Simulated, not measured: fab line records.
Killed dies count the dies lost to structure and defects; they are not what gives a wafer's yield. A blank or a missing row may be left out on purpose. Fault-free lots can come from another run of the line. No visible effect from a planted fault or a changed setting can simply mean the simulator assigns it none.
What tool caused it?	flow nand harc	Sampling: 24 lots, 72 wafers, 6 of 1302 route steps

WHAT EACH GAUGE READ, for each wafer
NHARC_P_BONDPAD_INSPECT_23. Usual: 356 for raw defect count, sd 130.
lot	measured	on	raw defect count	flag
L074	day 6 14:34	defect inspect-01	238 227 359	
L075	day 7 03:38	defect inspect-01	339 157 259	
L076	day 7 14:44	defect inspect-02	399 448 591	
L077	day 7 23:17	defect inspect-02	385 336 516	
L078	day 8 12:34	defect inspect-02	414 326 276	
L079	day 9 01:44	defect inspect-01	353 376 520	
L080	day 9 06:17	defect inspect-02	220 124 249	
L081	day 9 16:05	defect inspect-02	486 336 447	
L082	day 10 07:40	defect inspect-01	176 235 261	
L083	day 10 17:50	defect inspect-02	307 395 330	
L085	day 11 07:20	defect inspect-02	369 260 335	
L084	day 11 09:50	defect inspect-02	426 920 401	
L086	day 11 18:39	defect inspect-01	204 323 205	
L087	day 12 01:57	defect inspect-02	410 468 278	
L088	day 12 17:59	defect inspect-01	701 553 371	
L089	day 13 00:15	defect inspect-02	135 202 145	
L090	day 13 11:49	defect inspect-01	416 585 338	
L091	day 13 23:13	defect inspect-02	305 359 227	
L092	day 14 04:05	defect inspect-01	361 349 207	
L093	day 14 14:50	defect inspect-01	556 207 508	
L095	day 15 09:43	defect inspect-02	220 216 254	
L094	day 15 13:04	defect inspect-01	439 579 681	
L096	day 16 00:24	defect inspect-02	300 339 216	
L097	day 16 15:49	defect inspect-01	239 240 362	

NHARC_A_START_INSPECT_01. Usual: 3.5 for raw defect count, sd 1.7.
lot	measured	on	raw defect count	flag
L074	day 6 15:01	defect inspect-02	3 2 6	
L075	day 7 04:07	defect inspect-01	5 6 1	
L076	day 7 15:12	defect inspect-02	3 3 1	
L077	day 7 23:52	defect inspect-01	5 3 4	
L078	day 8 13:02	defect inspect-01	5 5 9	
L079	day 9 02:14	defect inspect-01	3 2 6	
L080	day 9 06:50	defect inspect-02	3 4 3	
L081	day 9 16:33	defect inspect-02	2 5 3	
L082	day 10 08:08	defect inspect-02	4 4 5	
L083	day 10 18:18	defect inspect-02	3 2 5	
L085	day 11 07:48	defect inspect-01	4 4 2	
L084	day 11 10:19	defect inspect-02	2 1 3	
L086	day 11 19:07	defect inspect-02	5 6 6	
L087	day 12 02:25	defect inspect-01	5 4 7	
L088	day 12 18:28	defect inspect-02	2 5 0	
L089	day 13 00:43	defect inspect-02	5 4 0	
L090	day 13 12:17	defect inspect-02	4 4 3	
L091	day 13 23:40	defect inspect-01	3 3 3	
L092	day 14 04:33	defect inspect-02	5 0 5	
L093	day 14 15:17	defect inspect-02	2 2 3	
L095	day 15 10:11	defect inspect-02	3 5 3	
L094	day 15 13:32	defect inspect-01	3 2 3	
L096	day 16 00:52	defect inspect-01	3 3 2	
L097	day 16 16:17	defect inspect-01	1 3 5	

NHARC_A_SOURCE_PLATE_THK_MEAS_06: measures by ellipsometry. Usual: 199.3 nm for thk nm, sd 2.2.
lot	measured	on	thk nm (nm)	flag
L074	day 7 16:13	film metro-01	197.3 198.6 197.6	
L075	day 8 07:04	film metro-01	200.1 198.7 198.5	
L076	day 8 16:09	film metro-01	200.6 201.9 201.7	
L077	day 9 00:12	film metro-02	200.6 200.0 199.2	
L078	day 9 11:07	film metro-01	199.9 199.2 199.7	
L079	day 10 04:59	film metro-01	201.7 205.4 204.9	
L080	day 10 04:59	film metro-02	200.0 199.3 199.8	
L081	day 10 14:40	film metro-02	196.7 197.2 197.2	
L082	day 11 09:11	film metro-02	199.4 196.8 199.1	
L083	day 11 16:34	film metro-01	197.4 197.8 198.6	
L085	day 12 07:03	film metro-01	204.2 201.0 203.7	
L084	day 12 07:03	film metro-02	201.4 199.6 199.6	
L086	day 12 17:38	film metro-01	200.8 201.9 203.5	
L087	day 13 00:58	film metro-02	201.1 199.2 201.5	
L088	day 13 16:50	film metro-02	198.4 196.8 199.8	
L089	day 14 01:11	film metro-02	196.1 196.3 196.0	
L090	day 14 13:38	film metro-02	201.2 198.8 198.9	
L091	day 14 23:06	film metro-01	197.5 197.8 199.1	
L092	day 15 03:14	film metro-01	197.2 199.0 199.5	
L093	day 15 17:17	film metro-01	197.9 197.8 199.6	
L095	day 16 08:41	film metro-01	199.3 201.3 199.4	
L094	day 16 12:28	film metro-01	201.1 202.1 198.8	
L096	day 16 23:43	film metro-01	196.4 197.1 195.9	
L097	day 17 14:18	film metro-01	199.2 197.5 198.4	

NHARC_A_CHANNEL_HOLE_D1_CD_MEAS_30. Usual: 90.0 nm for cd nm, sd 1.3.
lot	measured	on	cd nm (nm)	flag
L074	day 8 20:21	cd sem-03	90.6 89.9 91.0	
L075	day 9 08:14	cd sem-03	87.3 89.0 87.1	
L076	day 9 18:11	cd sem-03	91.1 93.0 89.9	
L077	day 9 23:13	cd sem-03	87.9 88.1 91.0	
L078	day 10 10:16	cd sem-02	89.8 89.8 88.6	
L079	day 11 10:53	cd sem-01	90.5 89.1 89.6	
L080	day 11 11:14	cd sem-02	91.0 91.1 89.8	
L081	day 11 17:39	cd sem-03	90.5 89.9 89.2	
L082	day 12 09:07	cd sem-02	89.0 90.4 89.2	
L083	day 12 18:45	cd sem-02	89.9 88.6 89.3	
L085	day 13 08:26	cd sem-03	91.1 91.8 93.0	
L084	day 13 06:23	cd sem-03	90.7 88.7 90.7	
L086	day 13 22:20	cd sem-02	89.6 88.2 91.6	
L087	day 13 21:34	cd sem-02	90.0 90.5 90.6	
L088	day 14 22:07	cd sem-03	88.7 89.5 91.1	
L089	day 15 02:07	cd sem-02	90.8 91.2 89.7	
L090	day 15 13:02	cd sem-02	90.3 90.7 89.8	
L091	day 16 02:57	cd sem-03	89.6 91.1 89.4	
L092	day 16 11:16	cd sem-02	89.8 89.2 89.4	
L093	day 16 17:49	cd sem-02	91.8 92.7 89.5	
L095	day 17 15:49	cd sem-03	90.2 92.0 89.8	
L094	day 17 16:05	cd sem-02	89.7 89.7 91.2	
L096	day 18 01:47	cd sem-02	91.3 87.8 89.9	
L097	day 18 18:23	cd sem-02	91.7 91.4 88.8	

WHICH TOOL RAN EACH LOT (tool, then ch and the chambers of the sampled wafers, then the start)
lot	NHARC_P_M1_DESCUM_14	NHARC_A_ZERO_WELL_RTA_16
L074	rie diel-13 ch 0,1,3, day 6 02:57	rtp anneal-02 ch 0, day 6 17:03
L075	rie diel-10 ch 0,1,3, day 6 16:31	rtp anneal-02 ch 0, day 7 06:15
L076	rie diel-10 ch 1,2,3, day 7 03:23	rtp anneal-02 ch 0, day 7 17:11
L077	rie diel-07 ch 0,2, day 7 11:40	rtp anneal-01 ch 0, day 8 02:01
L078	rie diel-07 ch 1,2, day 8 01:23	rtp anneal-02 ch 0, day 8 15:10
L079	rie diel-07 ch 0,3, day 8 14:26	rtp anneal-02 ch 0, day 9 04:22
L080	rie diel-10 ch 0,3, day 8 18:50	rtp anneal-01 ch 0, day 9 08:59
L081	rie diel-07 ch 0,3, day 9 04:43	rtp anneal-01 ch 0, day 9 18:32
L082	rie diel-07 ch 0,2,3, day 9 20:16	rtp anneal-02 ch 0, day 10 10:25
L083	rie diel-10 ch 0,1,2, day 10 06:34	rtp anneal-02 ch 0, day 10 20:28
L085	rie diel-07 ch 1,2, day 10 20:16	rtp anneal-01 ch 0, day 11 09:50
L084	rie diel-07 ch 0,2,3, day 10 22:38	rtp anneal-01 ch 0, day 11 12:23
L086	rie diel-07 ch 0,1,2, day 11 07:31	rtp anneal-01 ch 0, day 11 21:07
L087	rie diel-10 ch 0,1, day 11 14:32	rtp anneal-02 ch 0, day 12 04:26
L088	rie diel-07 ch 1,2, day 12 06:55	rtp anneal-02 ch 0, day 12 20:38
L089	rie diel-10 ch 0,3, day 12 12:41	rtp anneal-02 ch 0, day 13 02:45
L090	rie diel-10 ch 1,3, day 13 00:35	rtp anneal-02 ch 0, day 13 14:17
L091	rie diel-13 ch 0,2,3, day 13 11:56	rtp anneal-01 ch 0, day 14 01:50
L092	rie diel-07 ch 0,1,3, day 13 16:55	rtp anneal-02 ch 0, day 14 06:40
L093	rie diel-10 ch 1,2,3, day 14 03:20	rtp anneal-01 ch 0, day 14 17:25
L095	rie diel-10 ch 0,3, day 14 22:02	rtp anneal-01 ch 0, day 15 12:17
L094	rie diel-10 ch 2,3, day 15 01:45	rtp anneal-02 ch 0, day 15 15:40
L096	rie diel-07 ch 1,2,3, day 15 12:44	rtp anneal-01 ch 0, day 16 02:58
L097	rie diel-10 ch 0,3, day 16 04:41	rtp anneal-02 ch 0, day 16 18:25
- NHARC_P_M1_DESCUM_14: chemistry O2, time 3 s.
- NHARC_A_ZERO_WELL_RTA_16: time 10 s.

WHAT THE TOOLS THEMSELVES READ (means of the sampled wafers that have a number; where no wafer has one, the mark that the record gives instead)
NHARC_P_M1_DESCUM_14. Usual: drypump motor current A 5.8 A, standard deviation 0.43; o2 flow sccm 200.1 sccm, standard deviation 0.61; oes product au 0.997 a.u., standard deviation 0.0096; rf vpp V 58.0 V, standard deviation 0.89; showerhead plenum p Torr 1.95 Torr, standard deviation 0.09; throttle valve pct 11.312 %, standard deviation 0.01.
lot	tool	drypump motor current A (A)	o2 flow sccm (sccm)	oes product au (a.u.)	rf vpp V (V)	showerhead plenum p Torr (Torr)	throttle valve pct (%)	flag
L074	rie diel-13	5.9	200.2	1.004	57.5	1.84	11.306	
L075	rie diel-10	5.9	199.9	0.996	57.2	1.90	11.323	
L076	rie diel-10	5.6	200.3	0.979	57.6	1.93	11.317	
L077	rie diel-07	5.7	200.1	0.997	58.2	1.99	11.313	
L078	rie diel-07	5.2	199.7	1.001	58.2	2.04	11.314	
L079	rie diel-07	6.1	199.7	0.994	58.6	1.99	11.303	
L080	rie diel-10	5.8	199.7	1.006	57.6	1.97	11.315	
L081	rie diel-07	6.1	200.8	1.001	58.1	1.99	11.314	
L082	rie diel-07	5.7	200.6	0.996	58.6	2.01	11.321	
L083	rie diel-10	6.0	200.2	0.991	57.9	1.88	11.316	
L085	rie diel-07	5.5	199.1	1.001	59.2	2.01	11.308	
L084	rie diel-07	5.7	200.1	0.996	57.8	2.00	11.314	
L086	rie diel-07	5.6	200.0	0.997	58.1	2.00	11.316	
L087	rie diel-10	6.1	200.4	0.997	57.6	1.81	11.316	
L088	rie diel-07	5.5	199.4	1.002	58.0	2.01	11.318	
L089	rie diel-10	5.8	200.2	0.993	58.2	1.96	11.310	
L090	rie diel-10	5.7	200.1	0.991	58.5	1.86	11.307	
L091	rie diel-13	6.0	200.5	1.003	57.7	1.89	11.311	
L092	rie diel-07	6.0	200.3	1.005	58.5	1.98	11.314	
L093	rie diel-10	5.6	200.0	1.002	58.3	1.93	11.305	
L095	rie diel-10	6.1	200.3	0.995	57.4	1.92	11.308	
L094	rie diel-10	5.6	199.9	0.992	58.5	2.00	11.310	
L096	rie diel-07	5.6	200.1	0.997	59.0	2.02	11.302	
L097	rie diel-10	6.1	199.8	0.996	57.8	1.92	11.322	

NHARC_A_ZERO_WELL_RTA_16. Usual: lamp power pct 33 %, standard deviation 3.6; lamp_zone_6_pct 33 %, standard deviation 3.6; lamp_zone_7_pct 33 %, standard deviation 3.7; wafer_temp_C_max 1005.7, standard deviation 1.1.
lot	tool	lamp power pct (%)	lamp_zone_6_pct (%)	lamp_zone_7_pct (%)	wafer_temp_C_max	flag
L074	rtp anneal-02	36	36	36	1005.7	
L075	rtp anneal-02	36	36	36	1006.2	
L076	rtp anneal-02	36	36	36	1005.8	
L077	rtp anneal-01	29	29	29	1005.7	
L078	rtp anneal-02	36	36	36	1005.2	
L079	rtp anneal-02	36	36	36	1006.4	
L080	rtp anneal-01	29	29	29	1005.8	
L081	rtp anneal-01	29	29	29	1006.2	
L082	rtp anneal-02	36	36	36	1005.4	
L083	rtp anneal-02	36	36	36	1006.4	
L085	rtp anneal-01	29	29	29	1004.6	
L084	rtp anneal-01	29	29	29	1005.2	
L086	rtp anneal-01	29	29	29	1005.3	
L087	rtp anneal-02	36	36	37	1006.0	
L088	rtp anneal-02	36	36	36	1006.7	
L089	rtp anneal-02	36	36	36	1007.3	
L090	rtp anneal-02	36	36	37	1006.0	
L091	rtp anneal-01	29	29	29	1004.6	
L092	rtp anneal-02	36	36	36	1006.1	
L093	rtp anneal-01	29	29	29	1005.1	
L095	rtp anneal-01	29	29	29	1005.5	
L094	rtp anneal-02	36	36	36	1006.7	
L096	rtp anneal-01	29	29	29	1005.2	
L097	rtp anneal-02	36	36	36	1007.1	

THE ANSWER, worked out from the rows above alone
Rule: take the mean of a lot's wafers that have a number; if it is more than 3 standard deviations from the usual mean, the lot is off. Also off: a lot with no number at a reading for which 4 or more lots have one. Any other lot the step has rows for is counted as sound. The gauges are gone through in route order, then the tools' own readings, and for those a lot's mean is taken as printed above. At the first step where some lot is off, the reading lying furthest off is the one used; lots without a number count as furthest.
No lot is off on any of the readings shown, so nothing can be concluded from this.

WHAT THE SIMULATOR HAD PUT IN
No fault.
